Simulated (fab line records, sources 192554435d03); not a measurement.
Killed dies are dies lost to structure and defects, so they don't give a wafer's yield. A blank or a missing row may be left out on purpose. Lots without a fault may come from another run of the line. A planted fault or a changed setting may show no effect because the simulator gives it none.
Split-lot experiment | flow n5_finfet | 7 lots, 21 wafers read, on a route of 1938 steps

THE SPLIT
At N5_BEOL_M12_COAT_04 (resist thk 400 nm), the setting spin_rpm was moved away from the recipe's 1625 rpm on 6 of the 21 wafers read, by -8.7% to +8.0%. The other wafers ran this setting at the recipe's value.

FROM THE SPLIT TO THE READING: what the file shows between them, 6 steps
- N5_BEOL_M12_PEB_08: peb time 90 s (also split here: peb_temp_c)
- N5_BEOL_M12_DEVELOP_09: develop time 45 s
- N5_BEOL_M12_HARDBAKE_14: time 120 s
- N5_BEOL_M12_CD_MEAS_10: target cd 140 nm
- N5_BEOL_M12_DESCUM_15: chemistry O2, time 7.9 s
- N5_BEOL_M12_ETCH_59: etches BARC in N2/H2, target depth 89 nm, overetch 26.7 nm, time 67.9 s

THE READING
coat_of_BEOL_M12_COAT_04.thk_nm (the simulator's own value, which no gauge read), in nm, at N5_BEOL_M12_VIA_ETCH_16 (etches SiOC in C4F8/O2/Ar, target depth 724.8 nm). The file gives no usual value for it. The 15 wafers here that ran the recipe average 122.9 nm, standard deviation 3.9 nm.

wafer  | tool, chamber at the split | spin_rpm as run, rpm | against the recipe | coat_of_BEOL_M12_COAT_04.thk_nm, nm | against lot-mates on the recipe
L074.1 | litho_track-05, 0          | 1625                 | recipe             | 125.6                               | -
L074.3 | litho_track-05, 0          | 1625                 | recipe             | 116                                 | -
L074.5 | litho_track-05, 0          | 1496                 | -7.9%              | 138.8                               | +18.0
L077.1 | litho_track-01, 0          | 1625                 | recipe             | 119.6                               | -
L077.3 | litho_track-01, 0          | 1755                 | +8.0%              | 110.6                               | -10.8
L077.6 | litho_track-01, 0          | 1625                 | recipe             | 123.2                               | -
L079.1 | litho_track-05, 0          | 1625                 | recipe             | 131.2                               | -
L079.3 | litho_track-05, 0          | 1625                 | recipe             | 127                                 | -
L079.6 | litho_track-05, 0          | 1625                 | recipe             | 121.4                               | -
L083.1 | litho_track-01, 0          | 1484                 | -8.7%              | 145.2                               | +24.8
L083.5 | litho_track-01, 0          | 1484                 | -8.7%              | 145.4                               | +25.0
L083.6 | litho_track-01, 0          | 1625                 | recipe             | 120.4                               | -
L086.1 | litho_track-04, 0          | 1625                 | recipe             | 122.4                               | -
L086.2 | litho_track-04, 0          | 1625                 | recipe             | 126.2                               | -
L086.3 | litho_track-04, 0          | 1625                 | recipe             | 127.6                               | -
L087.1 | litho_track-01, 0          | 1625                 | recipe             | 123                                 | -
L087.5 | litho_track-01, 0          | 1625                 | recipe             | 121.6                               | -
L087.6 | litho_track-01, 0          | 1625                 | recipe             | 119.6                               | -
L095.1 | litho_track-04, 0          | 1571                 | -3.3%              | 130.6                               | +12.6
L095.3 | litho_track-04, 0          | 1571                 | -3.3%              | 131.4                               | +13.4
L095.4 | litho_track-04, 0          | 1625                 | recipe             | 118                                 | -

THE FIT
A straight line over all 21 wafers: coat_of_BEOL_M12_COAT_04.thk_nm changes by -2.18 nm for each +1% of spin_rpm; r = -0.91; the points scatter about the line by 3.8 nm.
The same after taking each lot's own level away (the mean of its wafers on the recipe; 21 wafers): -2.4 nm for each +1%; r = -0.93; scatter 3.6 nm.
On that fit, the largest move of spin_rpm shifts the reading by 21 nm.
The lots' own levels span 118.00 to 126.53 nm, that is 2.2 times the standard deviation above.
So the lot-to-lot level changes the slope little: the two slopes agree.
Check: with one of the wafers moved furthest among these (-8.7%) left out of the fit, the line predicts +21.1 nm for it against its lot-mates. It came out at +24.8 nm against them.

OTHER SPLITS ON THESE WAFERS
These wafers also went through other splits before the reading. Each is held against what the fit with the lots' levels taken away leaves over:
other split on the same wafers     | wafers away from the commonest value | r with coat_of_BEOL_M12_COAT_04.thk_nm (lot level and that fit taken away)
N5_BEOL_M7_COAT_05 spin_rpm        | 9                                    | -0.04
N5_BEOL_M7_EXPOSE_08 dose_mj       | 2                                    | +0.19
N5_BEOL_M9_DESCUM_16 time_s        | 8                                    | -0.07
N5_BEOL_M9_ETCH_62 time_s          | 4                                    | -0.01
N5_BEOL_M10_HM_DEP_02 target_thk_a | 7                                    | -0.19
N5_BEOL_M11_COAT_63 spin_rpm       | 7                                    | +0.30
N5_BEOL_M12_PEB_08 peb_temp_c      | 4                                    | +0.10

THE WHOLE CHAIN: every reading that the file lists as answering this split, in the file's order
step                    | what it does                                     | reading                                                                          | change (the file's fit)              | r (the file's)
N5_BEOL_M12_COAT_04     | resist thk 400 nm                                | coat_of_BEOL_M12_COAT_04.thk_nm (the simulator's own value, which no gauge read) | -2.08 nm for each +1% of the setting | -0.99
N5_BEOL_M12_VIA_ETCH_16 | etches SiOC in C4F8/O2/Ar, target depth 724.8 nm | coat_of_BEOL_M12_COAT_04.thk_nm (the simulator's own value, which no gauge read) | -2.29 nm for each +1% of the setting | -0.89
N5_BEOL_M12_STRIP_63    | strips in N2/H2                                  | strip_time_to_endpoint_s                                                         | withheld for each +1% of the setting | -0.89

THE FILE'S OWN FIT
coat_of_BEOL_M12_COAT_04.thk_nm changes by -2.29 nm for each +1% of spin_rpm, r = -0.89.
